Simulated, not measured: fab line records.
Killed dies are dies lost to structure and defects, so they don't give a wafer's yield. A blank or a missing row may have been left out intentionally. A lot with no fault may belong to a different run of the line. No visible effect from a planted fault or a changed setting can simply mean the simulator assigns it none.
fab line records	flow n5_finfet
record lots=7	wafers=18	last_day=16
route steps=1938 shown BEOL_M10@1487 BEOL_M15@1830 PASSIVATION@1936
lots untouched by any fault: they come from a run of this same line in which no faults occurred
start_h: start of the lot's first displayed wafer, in hours after the record's first day	wait_h: hours from the lot's prior step to this one	" identical to the entry in the row above	L1.1+2: a single row standing in for several wafers	- no value present, or no start provided	* or withheld: withheld	< > ~ a bound
route shown NAME@n: NAME is a module with steps in the file, n the number in the route of the first one	usual: average and standard deviation across the fault-free wafers	same: alike in all rows	chamber/n: place in a boat	sites: the reading at each site	_std_site: standard deviation of those values	_edge_site: mean of outer sites minus mean of inner sites	radius_mm: for every site, how far away it sits from the centre of the wafer	mask NAME#n: copy n	behind: the tool/chamber that last shaped the wafer	hold: why the lot went on hold/how many hours it stayed there/how the hold came to an end	device: whichever transistor did not switch (one of n, p or np)	end of line: the tests these same wafers got at the end of their route	for a step that has no rows: nothing shown but its recipe	killed: dies that structure and defects cost at the first sort, which is not the same as the wafer's yield	map: the dies of a wafer, with x for killed, . for not killed, _ for no die there
set.NAME: the setting that was run; set.NAME@STEP: the one run at that earlier step	model.NAME: the simulator's own value behind a step, which no gauge read
a sample of lots followed through the steps of the route, with each step as a table and each wafer as a row
services: a tool's chamber out of use, with start hour (start_h, from the record's first day; less than 0 if before it), hours out, and reason
## steps
# step N5_BEOL_M10_ETCH_61
# recipe chemistry=CF4	target=SiARC	target_depth_a=390	mask_material=CAR-ArF	time_s=65	ion_energy_ev=80	pressure_mtorr=40	source_w=545	bias_w=36	Ar_flow_sccm=100	cf4_flow_sccm=100	ends=cleared
# usual bias_w=36.01/0.097	drypump_motor_current_A=5.8/0.42	etch_rf_on_time_s=64.7/1.9	oes_product_au=0.70/0.087	rf_fwd_power_W=537.7/2	rf_vpp_V=183.9/1.2	showerhead_plenum_p_Torr=2.13/0.086	throttle_valve_pct=15.49/0.21
lot.wafer	tool	chamber	start_h	wait_h	bias_w	drypump_motor_current_A	etch_rf_on_time_s	oes_product_au	rf_fwd_power_W	rf_hours_counter_h	rf_vpp_V	showerhead_plenum_p_Torr	throttle_valve_pct
L804.2	rie_diel-04	2	209.41	0.0	36.27	5.8	65.5	0.61	537.0	190	185.9	2.20	15.73
L804.4	"	2	"	"	36.12	5.8	65.7	0.61	536.5	-	183.6	2.20	15.73
L804.6	"	3	"	"	36.07	5.3	64.0	0.74	536.5	-	184.0	2.09	15.17
L812.2	rie_diel-04	3	258.70	0.0	35.99	5.3	63.7	0.72	540.3	67	184.7	2.08	15.20
L812.4	"	1	"	"	36.07	5.2	66.9	0.59	538.7	218	182.6	2.04	15.43
L812.6	"	0	"	"	36.14	5.7	66.5	0.79	537.4	-	184.2	2.28	15.16
L816.1	rie_diel-05	1	293.53	0.0	35.93	6.0	64.1	0.69	534.4	87	183.5	2.08	15.34
L816.4	"	0	"	"	36.07	5.7	64.8	0.76	538.8	-	185.1	2.27	15.42
L816.5	"	3	"	"	35.99	5.6	65.2	0.78	538.4	-	182.2	2.11	15.50
L819.3	rie_diel-04	0	322.22	0.0	35.95	5.6	65.8	0.75	535.6	36	185.8	2.27	15.20
L819.4	"	1	"	"	35.97	5.2	66.9	0.57	536.1	240	181.6	2.03	15.48
L819.6	"	0	"	"	36.07	5.6	66.1	0.76	537.0	-	184.6	2.27	15.21
L822.1	rie_diel-06	2	333.54	0.0	36.16	5.4	67.4	0.57	537.6	250	183.3	2.01	15.81
L822.4	"	1	"	"	36.00	6.0	61.6	0.78	535.1	31	183.3	2.09	15.55
L822.6	"	3	"	"	35.98	6.5	61.8	0.70	538.8	-	182.2	2.04	15.44
L825.1	rie_diel-05	3	368.65	0.0	36.00	5.6	64.8	0.76	535.8	45	182.1	2.10	15.56
L825.4	"	2	"	"	35.94	5.1	66.7	0.78	538.6	14	184.4	2.21	15.24
L826.1	rie_diel-05	1	381.56	0.0	36.01	6.1	64.1	0.67	536.7	114	184.2	2.07	15.37
# step N5_BEOL_M10_DESCUM_33
# recipe chemistry=O2	time_s=7.9	source_power_w=50	bias_power_w=20	pressure_mtorr=20	rf_frequency_hz=2.712e+07	temp_c=40	resist=CAR-ArF	o2_flow_sccm=225
# usual drypump_motor_current_A=5.8/0.43	oes_product_au=0.82/0.1	rf_fwd_power_W=49.30/0.2	rf_vpp_V=243.0/1.6	showerhead_plenum_p_Torr=2.09/0.099	throttle_valve_pct=20.30/0.23
lot.wafer	tool	chamber	start_h	wait_h	drypump_motor_current_A	oes_product_au	rf_fwd_power_W	rf_hours_counter_h	rf_vpp_V	showerhead_plenum_p_Torr	throttle_valve_pct
L804.2	rie_diel-04	3	212.99	0.5	5.3	0.85	49.56	48	241.1	2.03	19.92
L804.4	"	2	"	"	5.8	0.71	49.15	-	243.0	2.18	20.70
L804.6	"	1	"	"	5.3	0.69	49.32	-	242.4	2.00	20.11
L812.2	rie_diel-06	3	260.97	0.0	6.4	0.82	49.54	87	243.4	2.00	20.21
L812.4	"	0	"	"	6.6	0.92	49.38	13	243.7	2.05	20.29
L812.6	"	2	"	"	5.4	0.68	49.12	-	241.1	1.97	20.52
L816.1	rie_diel-05	3	294.85	0.3	5.6	0.94	49.51	23	242.6	2.04	20.33
L816.4	"	1	"	"	6.0	0.82	49.19	-	243.8	2.04	20.28
L816.5	"	0	"	"	5.7	0.88	49.46	-	245.8	2.26	20.45
L819.3	rie_diel-04	3	323.91	0.1	5.4	0.81	49.51	89	242.7	2.02	19.99
L819.4	"	2	"	"	5.8	0.69	48.94	229	244.5	2.17	20.77
L819.6	"	1	"	"	5.3	0.66	49.28	-	241.1	1.99	20.16
L822.1	rie_diel-06	0	336.19	0.4	6.6	0.86	49.51	38	241.8	2.04	20.30
L822.4	"	0	"	"	6.6	0.86	49.23	-	242.3	2.04	20.33
L822.6	"	1	"	"	6.0	0.90	49.09	-	242.9	2.06	20.52
L825.1	rie_diel-04	2	370.94	0.0	5.8	0.67	49.31	248	242.1	2.16	20.79
L825.4	"	0	"	"	5.6	0.85	49.23	-	245.4	2.24	20.21
L826.1	rie_diel-05	3	383.25	0.1	5.6	0.89	49.44	50	243.1	2.03	20.36
# step N5_BEOL_M10_TRENCH_ETCH_37
# recipe chemistry=C4F6/O2	target_depth_a=1488.3	target=SiCOH_lowk	time_s=48	ion_energy_ev=250	pressure_mtorr=30	source_w=345	bias_w=185	Ar_flow_sccm=300	C4F6_flow_sccm=10	O2_flow_sccm=10
# usual bias_w=184.9/0.53	drypump_motor_current_A=5.8/0.44	oes_product_au=0.82/0.095	rf_fwd_power_W=341.0/1.3	rf_vpp_V=658/17	run_length_s=71.0/0.47	showerhead_plenum_p_Torr=2.83/0.13	throttle_valve_pct=20.79/0.18	time_s=48/0
lot.wafer	tool	chamber	start_h	wait_h	bias_w	drypump_motor_current_A	oes_product_au	rf_fwd_power_W	rf_hours_counter_h	rf_vpp_V	run_length_s	showerhead_plenum_p_Torr	throttle_valve_pct	time_s
L804.2	rie_diel-04	3	213.30	-	185.7	5.3	0.86	342.4	48	659	70.8	2.80	20.64	48
L804.4	"	2	"	"	184.9	5.8	0.71	342.0	-	649	71.1	2.93	21.02	48
L804.6	"	1	"	"	185.7	5.3	0.69	342.1	-	651	71.0	2.70	20.44	48
L812.2	rie_diel-06	3	261.28	-	185.4	6.5	0.83	342.3	87	631	70.9	2.72	20.65	48
L812.4	"	0	"	"	184.7	6.6	0.93	338.9	13	655	70.5	2.81	20.92	48
L812.6	"	2	"	"	184.9	5.4	0.68	341.1	-	688	71.1	2.66	20.88	48
L816.1	rie_diel-05	3	295.16	-	185.3	5.6	0.92	339.0	23	641	71.9	2.82	21.03	48
L816.4	"	1	"	"	184.9	6.1	0.81	338.8	-	657	71.7	2.78	20.76	48
L816.5	"	0	"	"	184.6	5.7	0.89	341.7	-	688	70.5	3.03	20.84	48
L819.3	rie_diel-04	3	324.22	-	184.4	5.3	0.81	339.9	89	657	71.7	2.78	20.70	48
L819.4	"	2	"	"	185.2	5.8	0.68	339.7	229	650	70.2	2.91	21.07	48
L819.6	"	1	"	"	185.0	5.2	0.67	339.5	-	652	71.0	2.68	20.50	48
L822.1	rie_diel-06	0	336.50	-	185.8	6.6	0.86	339.2	38	655	59.2	2.80	20.95	33.6
L822.4	"	0	"	"	185.9	6.7	0.87	341.2	-	654	59.1	2.80	20.96	33.6
L822.6	"	1	"	"	184.6	6.0	0.90	339.6	-	667	60.5	2.75	20.80	33.6
L825.1	rie_diel-04	2	371.25	-	184.8	5.8	0.68	337.4	248	648	59.0	2.90	21.10	33.6
L825.4	"	0	"	"	185.4	5.6	0.85	341.2	-	663	59.5	3.03	20.71	33.6
L826.1	rie_diel-05	3	383.56	-	184.7	5.6	0.86	339.4	50	639	60.2	2.80	21.07	33.6
# step N5_BEOL_M10_OCD_MEAS_38
# usual trench_depth_nm=148/3.5
lot.wafer	tool	chamber	start_h	wait_h	trench_depth_nm
L804.2	ocd-02	-	213.49	-	148
L804.4	"	-	"	"	144
L804.6	"	-	"	"	141
L812.2	ocd-01	-	261.46	-	153
L812.4	"	-	"	"	148
L812.6	"	-	"	"	145
L816.1	ocd-02	-	295.35	-	149
L816.4	"	-	"	"	152
L816.5	"	-	"	"	151
L819.3	ocd-01	-	324.41	-	151
L819.4	"	-	"	"	144
L819.6	"	-	"	"	144
L822.1	ocd-01	-	336.68	-	102
L822.4	"	-	"	"	103
L822.6	"	-	"	"	109
L825.1	ocd-02	-	371.43	-	102
L825.4	"	-	"	"	101
L826.1	ocd-02	-	383.74	-	102
# step N5_BEOL_M10_DEGAS_44
# recipe ambient=vacuum	temp_c=250	time_s=60
# usual heater_power_w=326/30
lot.wafer	tool	chamber	start_h	wait_h	heater_power_w
L804.2	pvd_sputter-02	-	214.00	0.2	333
L804.4	"	-	"	"	319
L804.6	"	-	"	"	379
L812.2	pvd_sputter-01	-	262.10	0.2	282
L812.4	"	-	"	"	327
L812.6	"	-	"	"	343
L816.1	pvd_sputter-01	-	296.01	0.3	303
L816.4	"	-	"	"	285
L816.5	"	-	"	"	341
L819.3	pvd_sputter-02	-	325.65	0.6	314
L819.4	"	-	"	"	380
L819.6	"	-	"	"	316
L822.1	pvd_sputter-02	-	337.64	0.7	397
L822.4	"	-	"	"	373
L822.6	"	-	"	"	314
L825.1	pvd_sputter-02	-	372.52	0.5	320
L825.4	"	-	"	"	386
L826.1	pvd_sputter-02	-	384.93	0.6	328
# step N5_BEOL_M10_THK_MEAS_53
# recipe thk_meas_gauge=xrf	reads=Cu_of_BEOL_M10_ECD_50
# usual M10_THK=142/4.3
lot.wafer	tool	chamber	start_h	wait_h	M10_THK[nm]
L804.2	film_metro-02	-	216.17	-	140
L804.4	"	-	"	"	138
L804.6	"	-	"	"	135
L812.2	film_metro-01	-	264.42	-	147
L812.4	"	-	"	"	144
L812.6	"	-	"	"	140
L816.1	film_metro-02	-	299.27	-	141
L816.4	"	-	"	"	142
L816.5	"	-	"	"	142
L819.3	film_metro-02	-	329.72	-	143
L819.4	"	-	"	"	134
L819.6	"	-	"	"	137
L822.1	film_metro-01	-	340.45	-	94
L822.4	"	-	"	"	99
L822.6	"	-	"	"	106
L825.1	film_metro-02	-	374.01	-	93
L825.4	"	-	"	"	91
L826.1	film_metro-01	-	386.47	-	94
# step N5_BEOL_M10_RS_MEAS_57
# recipe thk_meas_gauge=four-point-probe	reads=Cu_of_BEOL_M10_ECD_50+Co_of_BEOL_M10_CVD_75+TaN_of_BEOL_M10_ALD_74
# usual M10_RS=0.151/0.0049
lot.wafer	tool	chamber	start_h	wait_h	M10_RS[ohm/sq]
L804.2	film_metro-02	-	216.31	0.1	0.152
L804.4	"	-	"	"	0.155
L804.6	"	-	"	"	0.159
L812.2	film_metro-02	-	264.56	0.1	0.144
L812.4	"	-	"	"	0.148
L812.6	"	-	"	"	0.152
L816.1	film_metro-02	-	299.41	0.1	0.150
L816.4	"	-	"	"	0.148
L816.5	"	-	"	"	0.149
L819.3	film_metro-02	-	329.85	0.1	0.150
L819.4	"	-	"	"	0.161
L819.6	"	-	"	"	0.158
L822.1	film_metro-02	-	340.58	0.1	0.239
L822.4	"	-	"	"	0.228
L822.6	"	-	"	"	0.211
L825.1	film_metro-02	-	374.15	0.1	0.243
L825.4	"	-	"	"	0.247
L826.1	film_metro-02	-	386.61	0.1	0.238
# step N5_BEOL_M15_RC_MEAS_101
# usual COMB_M11=1.43e-11/2.9e-12	COMB_M11_max_site=2e-11/4.3e-12	COMB_M12=6.5e-12/1.3e-12	COMB_M13=4.9e-12/1.1e-12	COMB_M14=3.8e-12/6.9e-13	COMB_M15=2.6e-12/6.2e-13	COMB_M5=3.5e-11/7.7e-12	COMB_M6=2.5e-11/4.4e-12	COMB_M7=2.6e-11/5.1e-12	COMB_M8=2.6e-11/5.2e-12	COMB_M9=1.46e-11/2.8e-12	SERP_M10=3.08/0.11	SERP_M10_max_site=3.16/0.12	SERP_M11=3.01/0.091	SERP_M12=0.637/0.022	SERP_M13=0.306/0.0061	SERP_M14=0.160/0.0056	SERP_M5=38.8/2.2	SERP_M6=13.5/0.65	SERP_M7=13.6/0.67	SERP_M8=13.5/0.72	SERP_M9=3.10/0.088	SERP_M9_max_site=3.18/0.094
lot.wafer	tool	chamber	start_h	wait_h	COMB_M11[S/m]	COMB_M11_max_site[S/m]	COMB_M12[S/m]	COMB_M13[S/m]	COMB_M14[S/m]	COMB_M15[S/m]	COMB_M5[S/m]	COMB_M6[S/m]	COMB_M7[S/m]	COMB_M8[S/m]	COMB_M9[S/m]	SERP_M10[ohm/um]	SERP_M10_max_site[ohm/um]	SERP_M11[ohm/um]	SERP_M12[ohm/um]	SERP_M13[ohm/um]	SERP_M14[ohm/um]	SERP_M5[ohm/um]	SERP_M6[ohm/um]	SERP_M7[ohm/um]	SERP_M8[ohm/um]	SERP_M9[ohm/um]	SERP_M9_max_site[ohm/um]
L804.2	prober-01	0	254.33	0.2	1.81e-11	2.3e-11	8.2e-12	5.3e-12	3.5e-12	2.3e-12	4e-11	2.4e-11	2e-11	2.7e-11	1.43e-11	3.09	3.17	3.11	0.674	0.303	0.170	40.3	14.2	13.7	14.4	3.14	3.19
L804.4	"	0	"	"	1.46e-11	2.1e-11	8.1e-12	4.6e-12	4.6e-12	3.1e-12	2.4e-11	2.5e-11	2e-11	3.1e-11	1.32e-11	3.07	3.17	2.98	0.642	0.308	0.159	37.5	13.5	14.3	13.7	3.13	3.16
L804.6	"	0	"	"	1.46e-11	2.5e-11	4.3e-12	4.6e-12	3.3e-12	2.3e-12	2.4e-11	2.3e-11	2.4e-11	2e-11	1.42e-11	3.19	3.31	3.05	0.672	0.308	0.163	41.4	13.7	13.8	15.1	3.10	3.19
L812.2	prober-02	0	303.52	0.2	1.5e-11	1.8e-11	8.5e-12	6.7e-12	3.9e-12	2.1e-12	3e-11	1.8e-11	2.4e-11	2e-11	1.93e-11	2.90	3.06	3.07	0.636	0.301	0.162	41.0	13.7	14.6	12.9	3.01	3.15
L812.4	"	0	"	"	1.61e-11	2.3e-11	9e-12	5.1e-12	4.5e-12	2.6e-12	2.6e-11	2.6e-11	2.4e-11	3.7e-11	2.18e-11	3.03	3.18	2.97	0.624	0.305	0.159	40.2	13.5	14.9	12.7	3.23	3.29
L812.6	"	0	"	"	1.6e-11	1.8e-11	7.7e-12	4.2e-12	3.6e-12	2.2e-12	3.3e-11	3.4e-11	2.5e-11	2.1e-11	2.2e-11	3.14	3.27	3.08	0.650	0.305	0.160	43.3	14.2	15.1	12.6	3.16	3.21
L816.1	prober-01	0	339.09	0.0	1.36e-11	1.7e-11	6e-12	3.6e-12	3.7e-12	2e-12	3.5e-11	3.4e-11	2.4e-11	3.1e-11	1.81e-11	3.18	3.26	2.95	0.678	0.300	0.173	40.3	14.2	12.9	14.5	3.08	3.09
L816.4	"	0	"	"	1.28e-11	2.2e-11	8.1e-12	3.2e-12	4.2e-12	2.2e-12	3.2e-11	2.4e-11	2.4e-11	3.6e-11	2.11e-11	3.19	3.26	3.08	0.630	0.313	0.154	39.8	13.9	13.1	11.8	3.12	3.17
L816.5	"	0	"	"	1.24e-11	1.8e-11	8.1e-12	3e-12	3.7e-12	1.5e-12	3.6e-11	2.1e-11	2.1e-11	2.1e-11	1.94e-11	3.11	3.23	3.11	0.604	0.309	0.170	40.7	14.2	13.9	13.1	2.97	3.09
L819.3	prober-02	0	376.80	0.3	1.2e-11	1.8e-11	5.1e-12	5.4e-12	4.1e-12	3.9e-12	3.5e-11	2e-11	2.6e-11	2.6e-11	1.01e-11	3.06	3.12	2.92	0.659	0.299	0.154	40.7	12.5	12.9	14.8	3.18	3.22
L819.4	"	0	"	"	1.47e-11	2e-11	5.4e-12	5.9e-12	3.1e-12	3.5e-12	2.4e-11	2.5e-11	2.3e-11	2.9e-11	1.29e-11	3.22	3.37	2.88	0.621	0.303	0.151	36.2	13.6	12.7	14.7	3.14	3.20
L819.6	"	0	"	"	9.4e-12	1.4e-11	6.3e-12	5e-12	3.5e-12	3.2e-12	2.9e-11	2.8e-11	2.9e-11	2.3e-11	1.15e-11	3.23	3.32	3.01	0.636	0.301	0.159	35.3	13.4	13.7	14.1	3.29	3.41
L822.1	prober-02	0	379.55	0.0	1.88e-11	2.6e-11	6e-12	7.1e-12	4.9e-12	3.4e-12	4.6e-11	2.3e-11	2.6e-11	3.4e-11	1.28e-11	4.79	4.83	2.96	0.642	0.304	0.163	40.5	14.3	13.6	14.0	3.19	3.30
L822.4	"	0	"	"	1.41e-11	2.3e-11	7.3e-12	4.8e-12	4.2e-12	2.6e-12	3.2e-11	2.1e-11	3.3e-11	3.5e-11	1.66e-11	4.61	4.73	2.99	0.629	0.313	0.163	38.5	14.4	13.7	12.3	3.07	3.20
L822.6	"	0	"	"	1.16e-11	1.6e-11	7.3e-12	5.1e-12	4.2e-12	1.8e-12	2.3e-11	1.9e-11	2.8e-11	3.1e-11	1.32e-11	4.25	4.35	2.83	0.641	0.308	0.163	39.0	13.8	13.6	12.0	3.00	3.05
# sites SERP_M10 radius_mm=0,75,75,75,75,140,140,140,140
L804.2 3.12 3.17 3.10 3.10 3.09 2.96 2.94 2.99 2.99
L812.2 2.84 2.87 2.90 2.88 2.91 2.97 3.00 2.90 3.06
L816.1 3.22 3.18 3.19 3.18 3.26 3.07 3.08 3.00 3.15
L819.3 3.11 3.12 3.06 3.12 3.11 3.05 2.92 3.01 2.99
L822.1 4.82 4.79 4.80 4.83 4.81 4.57 4.48 4.53 4.42
# step N5_PASSIVATION_PROBE_49
# usual defect_limited_yield=91.1/1.5	killed_at_M0_to_M3=37/11	killed_at_M4_up=13/5.6	killed_at_contacts=12/5.6	killed_at_front_end=39/11	killed_at_other=4/3.1	killed_dies=105/18	killed_open=69/13	killed_short=35/7.4	sort_bin_4_leakage=0.00/0.022	sort_bin_5_function=5.1/0.92	sort_bin_6_memory=3.4/0.76	sort_bin_8_speed=0.02/0.11	sort_n_pass=1075/18
# same gross_dies=1180	killed_at_back_side=0
lot.wafer	tool	chamber	start_h	wait_h	defect_limited_yield[%]	killed_at_M0_to_M3	killed_at_M4_up	killed_at_contacts	killed_at_front_end	killed_at_other	killed_dies	killed_open	killed_short	sort_bin_4_leakage[%]	sort_bin_5_function[%]	sort_bin_6_memory[%]	sort_bin_8_speed[%]	sort_n_pass
L804.2	prober-02	-	269.13	0.1	90.7	42	10	14	43	1	110	80	30	0.08	5.4	3.4	0	1069
L804.4	prober-02	-	269.23	0.2	92.9	23	11	16	32	2	84	57	27	0	4.5	2.3	0	1096
L804.6	prober-02	-	269.33	0.3	93.0	19	10	13	41	0	83	52	31	0	3.6	3.0	0	1097
L812.2	prober-01	-	315.89	0.1	88.9	47	8	16	53	7	131	82	47	0.25	5.9	4.6	0	1046
L812.4	prober-01	-	315.99	0.2	89.7	44	11	15	46	5	121	86	34	0	6.0	3.8	0	1059
L812.6	prober-01	-	316.09	0.3	90.8	37	4	10	50	8	109	54	54	0	5.6	2.9	0	1071
L816.1	prober-01	-	354.93	0.0	91.3	30	17	9	39	8	103	64	39	0	5.7	2.7	0	1077
L816.4	prober-01	-	355.08	0.2	93.4	24	12	10	28	4	78	46	32	0	3.9	2.4	0.17	1100
L816.5	prober-01	-	355.13	0.2	93.9	18	16	13	22	3	72	51	21	0	3.6	2.2	0	1108
L819.3	prober-02	-	390.29	0.1	91.9	27	11	11	46	1	96	58	38	0	4.6	3.2	0	1084
L819.4	prober-02	-	390.34	0.2	91.4	36	16	14	34	1	101	62	37	0	5.3	3.0	0	1079
L819.6	prober-02	-	390.44	0.3	91.2	36	18	12	36	2	104	68	36	0	4.8	3.9	0	1076
L822.1	prober-02	-	391.82	0.0	87.5	68	10	11	53	6	148	104	41	0	7.5	4.2	0.25	1032
L822.4	prober-02	-	391.97	0.2	88.0	48	24	14	51	5	142	94	43	0	7.5	3.6	0.25	1038
L822.6	prober-02	-	392.07	0.3	90.8	42	23	7	37	0	109	71	37	0	5.8	2.8	0.08	1071
# killed by level:class
L804.2 BEOL_M0_SAQP:geometric_particle:open=12 MOL_CONTACT_COAG:geometric_particle:open=11 BEOL_M2:geometric_particle:open=11 DUMMY_GATE:geometric_particle:open=9 STI_FIN_REVEAL:geometric_particle:open=7 GATE_CUT:geometric_particle:short=7 GATE_CUT:geometric_particle:open=6 BEOL_M3:geometric_particle:open=5
L804.4 MOL_CONTACT_COAG:geometric_particle:open=12 BEOL_M2:geometric_particle:open=9 GATE_CUT:geometric_particle:short=7 GATE_CUT:geometric_particle:open=6 FIN_SAQP:geometric_particle:open=4 MOL_CONTACT_COAG:geometric_particle:short=4 BEOL_M0_SAQP:geometric_particle:open=4 BEOL_M3:geometric_particle:open=4
L804.6 MOL_CONTACT_COAG:geometric_particle:open=10 GATE_CUT:geometric_particle:short=9 FIN_SAQP:geometric_particle:short=8 BEOL_M1:geometric_particle:open=6 DUMMY_GATE:geometric_particle:open=5 FIN_SAQP:geometric_particle:open=4 STI_FIN_REVEAL:geometric_particle:open=4 BEOL_M2:geometric_particle:open=4
L812.2 FIN_SAQP:geometric_particle:open=16 FIN_SAQP:geometric_particle:short=15 BEOL_M0_SAQP:geometric_particle:open=14 MOL_CONTACT_COAG:geometric_particle:open=13 BEOL_M0_SAQP:geometric_particle:short=10 STI_FIN_REVEAL:geometric_particle:open=9 BEOL_M2:geometric_particle:short=7 BEOL_M2:geometric_particle:open=7
L812.4 FIN_SAQP:geometric_particle:open=14 MOL_CONTACT_COAG:geometric_particle:open=13 BEOL_M0_SAQP:geometric_particle:short=9 FIN_SAQP:geometric_particle:short=8 BEOL_M0_SAQP:geometric_particle:open=8 BEOL_M3:geometric_particle:open=8 STI_FIN_REVEAL:geometric_particle:open=7 STI_FIN_REVEAL:geometric_particle:short=5
L812.6 FIN_SAQP:geometric_particle:short=18 BEOL_M0_SAQP:geometric_particle:open=10 MOL_CONTACT_COAG:geometric_particle:open=8 BEOL_M0_SAQP:geometric_particle:short=8 GATE_CUT:geometric_particle:short=6 FIN_SAQP:geometric_particle:open=5 STI_FIN_REVEAL:geometric_particle:open=5 STARTING-WAFER:geometric_particle:short=5
L816.1 FIN_SAQP:geometric_particle:short=10 FIN_SAQP:geometric_particle:open=10 BEOL_M4:geometric_particle:open=10 BEOL_M0_SAQP:geometric_particle:short=8 BEOL_M0_SAQP:geometric_particle:open=6 MOL_CONTACT_COAG:geometric_particle:short=5 BEOL_M3:geometric_particle:open=5 STARTING-WAFER:geometric_particle:open=5
L816.4 MOL_CONTACT_COAG:geometric_particle:open=7 BEOL_M0_SAQP:geometric_particle:open=5 BEOL_M1:geometric_particle:open=5 FIN_SAQP:geometric_particle:short=4 FIN_SAQP:geometric_particle:open=4 BEOL_M0_SAQP:geometric_particle:short=4 BEOL_M5:geometric_particle:open=4 DUMMY_GATE:geometric_particle:open=3
L816.5 MOL_CONTACT_COAG:geometric_particle:open=11 BEOL_M4:geometric_particle:open=7 BEOL_M1:geometric_particle:open=7 STI_FIN_REVEAL:geometric_particle:open=6 BEOL_M0_SAQP:geometric_particle:short=4 FIN_SAQP:geometric_particle:open=3 BEOL_M3:geometric_particle:open=3 BEOL_M6:geometric_particle:open=3
L819.3 STI_FIN_REVEAL:geometric_particle:open=13 FIN_SAQP:geometric_particle:short=12 FIN_SAQP:geometric_particle:open=9 MOL_CONTACT_COAG:geometric_particle:open=7 BEOL_M4:geometric_particle:open=6 GATE_CUT:geometric_particle:short=6 BEOL_M3:geometric_particle:open=6 BEOL_M0_SAQP:geometric_particle:short=5
L819.4 MOL_CONTACT_COAG:geometric_particle:open=12 BEOL_M0_SAQP:geometric_particle:short=12 GATE_CUT:geometric_particle:short=10 STI_FIN_REVEAL:geometric_particle:open=8 BEOL_M3:geometric_particle:open=7 BEOL_M2:geometric_particle:open=6 BEOL_M4:geometric_particle:open=6 FIN_SAQP:geometric_particle:short=4
L819.6 BEOL_M0_SAQP:geometric_particle:short=13 MOL_CONTACT_COAG:geometric_particle:open=11 BEOL_M4:geometric_particle:open=10 STI_FIN_REVEAL:geometric_particle:open=8 BEOL_M0_SAQP:geometric_particle:open=8 BEOL_M3:geometric_particle:open=8 FIN_SAQP:geometric_particle:short=6 FIN_SAQP:geometric_particle:open=4
L822.1 STI_FIN_REVEAL:geometric_particle:open=22 BEOL_M1:geometric_particle:open=16 BEOL_M0_SAQP:geometric_particle:short=12 BEOL_M2:geometric_particle:open=11 BEOL_M0_SAQP:geometric_particle:open=10 FIN_SAQP:geometric_particle:open=9 DUMMY_GATE:geometric_particle:open=9 BEOL_M3:geometric_particle:open=9
L822.4 FIN_SAQP:geometric_particle:open=17 BEOL_M0_SAQP:geometric_particle:open=13 BEOL_M0_SAQP:geometric_particle:short=12 DUMMY_GATE:geometric_particle:open=12 MOL_CONTACT_COAG:geometric_particle:open=12 BEOL_M4:geometric_particle:open=10 FIN_SAQP:geometric_particle:short=7 STI_FIN_REVEAL:geometric_particle:open=7
L822.6 BEOL_M4:geometric_particle:open=10 BEOL_M2:geometric_particle:short=9 BEOL_M0_SAQP:geometric_particle:open=8 BEOL_M1:geometric_particle:open=8 FIN_SAQP:geometric_particle:open=7 STI_FIN_REVEAL:geometric_particle:open=7 GATE_CUT:geometric_particle:short=6 MOL_CONTACT_COAG:geometric_particle:open=6
## services
tool	chamber	start_h	hours	kind
rie_diel-06	0	194.55	-	clean
rie_diel-06	0	194.55	-	consumable_replace:focus_ring
rie_diel-04	0	205.22	-	clean
rie_diel-04	0	205.22	-	consumable_replace:focus_ring
rie_diel-04	0	205.22	-	consumable_replace:showerhead
rie_diel-04	0	205.22	14.1	scheduled_down
rie_diel-04	0	205.22	14.1	vent_cycle
rie_diel-05	3	209.61	4.5	repair
rie_diel-05	0	223.81	5.5	repair
rie_diel-04	-	266.81	2.4	repair
rie_diel-06	-	267.21	0.6	repair
rie_diel-06	-	275.37	4.3	pm
rie_diel-06	2	294.86	13.9	repair
rie_diel-04	2	302.94	7.1	repair
rie_diel-04	2	310.68	4.4	repair
pvd_sputter-02	-	311.06	2.8	repair
rie_diel-05	-	333.69	15.6	pm
rie_diel-04	3	347.13	14.3	repair
rie_diel-06	3	352.68	16.5	repair
rie_diel-04	1	361.41	-	clean
rie_diel-04	1	361.41	-	consumable_replace:focus_ring
rie_diel-04	1	361.41	-	consumable_replace:showerhead
rie_diel-04	1	361.41	23.5	scheduled_down
rie_diel-04	1	361.41	23.5	vent_cycle
## key
first_sign step=N5_BEOL_M10_TRENCH_ETCH_37	reading=time_s	direction=down	sigmas=99+	usual=*	struck=*
effect step=N5_BEOL_M10_TRENCH_ETCH_37	reading=run_length_s	direction=down	sigmas=24	usual=*	struck=*
effect step=N5_BEOL_M10_OCD_MEAS_38	reading=trench_depth_nm	direction=down	sigmas=13	usual=148	struck=103
effect step=N5_BEOL_M10_THK_MEAS_53	reading=M10_THK	direction=down	sigmas=11	usual=142	struck=96
effect step=N5_BEOL_M10_RS_MEAS_57	reading=M10_RS	direction=up	sigmas=17	usual=0.151	struck=0.234
effect step=N5_BEOL_M15_RC_MEAS_101	reading=SERP_M10	direction=up	sigmas=13	usual=3.08	struck=4.55
met_at N5_BEOL_M10_TRENCH_ETCH_37
struck_lots L822,L825,L826
rows_end L825.1,L825.4,L826.1
not_acting_at N5_BEOL_M10_ETCH_61,N5_BEOL_M10_DESCUM_33,N5_BEOL_M10_DEGAS_44
onset_between 324.22 336.50
fault kind=recipe_version_skew	tool=rie_diel-04,rie_diel-05,rie_diel-06	chamber=-	onset_h=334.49	steps=N5_BEOL_M10_TRENCH_ETCH_37	wrong_recipe.time_s=*
# rows_end: these wafers met a further fault down the route, and their rows from its step on are left out
